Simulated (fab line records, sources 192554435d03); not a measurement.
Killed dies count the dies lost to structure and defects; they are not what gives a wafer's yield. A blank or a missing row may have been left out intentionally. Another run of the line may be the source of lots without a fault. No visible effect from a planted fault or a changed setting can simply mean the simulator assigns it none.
One fault through the eyes of 2 desks	flow n5-finfet	each desk has only its own numbers; what lay behind them comes last

== TOOL OWNER'S DESK, epi-rpcvd-03 ==
The tool's own readings at N5_SD_EPI_N_EPI_21 (deposits Si:P, time 690 s): means of the sampled wafers that have a number, for each lot that ran on this tool. If a lot's mean is further than 4 standard deviations from the usual mean, the lot is out of limits and carries the mark OUT (the distance appears in the brackets).
Columns: A = chamber-pressure-Torr at N5_SD_EPI_N_EPI_21, usual 255.1 Torr
lot	first seen here	A
L142	day 3 20:50	254.3
L149	day 5 17:12	255.3
L150	day 6 06:46	255.1
L154	day 6 23:43	254.9
L156	day 7 11:56	254.2
Result from this desk: across the 5 lots, nothing is out of limits.

== FROM THE METROLOGY DESK ==
What the gauges read for every lot (on any tool): the sampled wafers with a number, averaged. If a lot's mean is further than 4 standard deviations from the usual mean, the lot is out of limits and carries the mark OUT (the distance appears in the brackets).
Columns: A = thk-nm at N5_SD_EPI_N_EPI_MEAS_23, usual 59.1 nm
lot	first seen here	A
L139	day 3 05:48	58.2
L140	day 3 10:43	58.6
L142	day 3 22:33	59.2
L145	day 4 21:59	59.0
L146	day 4 22:20	59.0
L147	day 5 06:13	59.8
L149	day 5 18:38	59.6
L151	day 6 05:11	60.1
L150	day 6 07:55	58.4
L154	day 7 00:36	57.2
L156	day 7 13:38	55.3
Result from this desk: across the 11 lots, nothing is out of limits.

== BROUGHT TOGETHER ==
Nothing out of limits was seen by the tool owner's desk.
Nothing out of limits was seen by the metrology desk.

== WHAT HAD BEEN PUT IN BY THE SIMULATOR ==
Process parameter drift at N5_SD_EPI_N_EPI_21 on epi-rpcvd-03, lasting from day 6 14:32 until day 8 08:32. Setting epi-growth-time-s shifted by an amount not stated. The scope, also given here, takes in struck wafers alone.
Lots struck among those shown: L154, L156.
